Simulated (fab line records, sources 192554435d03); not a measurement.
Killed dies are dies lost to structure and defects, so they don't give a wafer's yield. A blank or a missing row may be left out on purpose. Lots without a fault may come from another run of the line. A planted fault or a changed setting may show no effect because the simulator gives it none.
Chamber matching | flow n5_finfet | N5_PMOS_HMC_CHANNEL_EPI_ETCH_38 on rie_si-06: 4 sister chambers
The step etches SiO2 in CF4, target depth 1.5 nm. 8 wafers are shown with their chamber, then 12 later ones without.

WAFERS WITH THEIR CHAMBER
wafer  | chamber | throttle_valve_pct (%) | drypump_motor_current_A (A)
L083.6 | 2       | 21.74                  | 5.8
L086.1 | 3       | 21.74                  | 5.6
L090.1 | 2       | 21.73                  | 5.8
L090.2 | 0       | 22.07                  | 5.6
L090.3 | 1       | 21.70                  | 5.6
L090.4 | 3       | 21.73                  | 5.6
L090.5 | 0       | 22.05                  | 5.7
L090.6 | 1       | 21.72                  | 5.6

WAFERS WITHOUT THEIR CHAMBER
wafer  | throttle_valve_pct (%) | drypump_motor_current_A (A)
L091.2 | 22.05                  | 5.7
L091.4 | 21.73                  | 5.7
L091.6 | 21.74                  | 5.8
L092.2 | 21.73                  | 5.6
L092.3 | 21.72                  | 5.8
L092.5 | 22.05                  | 5.6
L095.1 | 21.74                  | 5.6
L095.5 | 22.08                  | 5.6
L095.6 | 21.73                  | 5.6
L096.3 | 22.06                  | 5.6
L096.4 | 21.74                  | 5.7
L096.5 | 22.07                  | 5.6

WHICH CHAMBER EACH WENT THROUGH
wafer  | from the rows above          | in truth
L091.2 | 0                            | 0
L091.4 | can't be placed: 2 or 3 or 1 | 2
L091.6 | 2                            | 2
L092.2 | can't be placed: 3 or 1      | 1
L092.3 | 2                            | 2
L092.5 | 0                            | 0
L095.1 | 3                            | 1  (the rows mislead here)
L095.5 | 0                            | 0
L095.6 | can't be placed: 3 or 1      | 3
L096.3 | 0                            | 0
L096.4 | can't be placed: 2 or 3 or 1 | 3
L096.5 | 0                            | 0
Placed correctly: 7 of 12. Can't be placed from these rows: 4 (the true chamber is among the candidates in 4). Placed wrongly: 1.
How it was worked out, from the rows above alone: a wafer's distance from a chamber is the root of the sum, over the readings, of the square of ((its reading less the chamber's mean) divided by the reading's scatter). The wafer belongs to the nearest chamber; if the next one is less than 2 further off, it can't be placed. A chamber's mean is the mean of its shown wafers. The scatter: the root of (the sum of the squares of (reading less its chamber's mean) over the shown wafers, divided by (wafers less chambers)).
